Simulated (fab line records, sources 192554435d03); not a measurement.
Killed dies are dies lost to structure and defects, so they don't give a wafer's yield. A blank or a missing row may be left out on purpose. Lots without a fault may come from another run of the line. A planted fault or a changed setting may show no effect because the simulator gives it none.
Chamber matching | flow n5_finfet | N5_GATE_CUT_PECVD_57 on pecvd-03: 3 sister chambers
The step deposits SiNx from SiH4/NH3/N2, target thk 21 nm. 6 wafers are shown with their chamber, then 10 later ones without.

WAFERS WITH THEIR CHAMBER
wafer  | chamber | throttle_valve_pct (%) | showerhead_plenum_p_Torr (Torr)
L087.1 | 2       | 37.4                   | 5.08
L087.4 | 2       | 37.5                   | 5.07
L087.5 | 1       | 38.4                   | 5.13
L087.6 | 0       | 41.0                   | 5.12
L088.1 | 0       | 40.9                   | 5.12
L088.4 | 1       | 38.3                   | 5.13

WAFERS WITHOUT THEIR CHAMBER
wafer  | throttle_valve_pct (%) | showerhead_plenum_p_Torr (Torr)
L088.5 | 41.2                   | 5.11
L093.2 | 37.7                   | 5.05
L093.4 | 37.4                   | 5.07
L093.6 | 38.5                   | 5.14
L076.2 | 41.2                   | 5.12
L076.3 | 38.6                   | 5.14
L076.5 | 41.1                   | 5.10
L097.1 | 38.6                   | 5.12
L097.3 | 41.2                   | 5.11
L097.6 | 38.7                   | 5.14

WHICH CHAMBER EACH WENT THROUGH
wafer  | from the rows above | in truth
L088.5 | 0                   | 0
L093.2 | 2                   | 2
L093.4 | 2                   | 2
L093.6 | 1                   | 1
L076.2 | 0                   | 0
L076.3 | 1                   | 1
L076.5 | 0                   | 0
L097.1 | 1                   | 1
L097.3 | 0                   | 0
L097.6 | 1                   | 1
Placed correctly: 10 of 10. Can't be placed from these rows: 0. Placed wrongly: 0.
How it was worked out, from the rows above alone: a wafer's distance from a chamber is the root of the sum, over the readings, of the square of ((its reading less the chamber's mean) divided by the reading's scatter). The wafer belongs to the nearest chamber; if the next one is less than 2 further off, it can't be placed. A chamber's mean is the mean of its shown wafers. The scatter: the root of (the sum of the squares of (reading less its chamber's mean) over the shown wafers, divided by (wafers less chambers)).
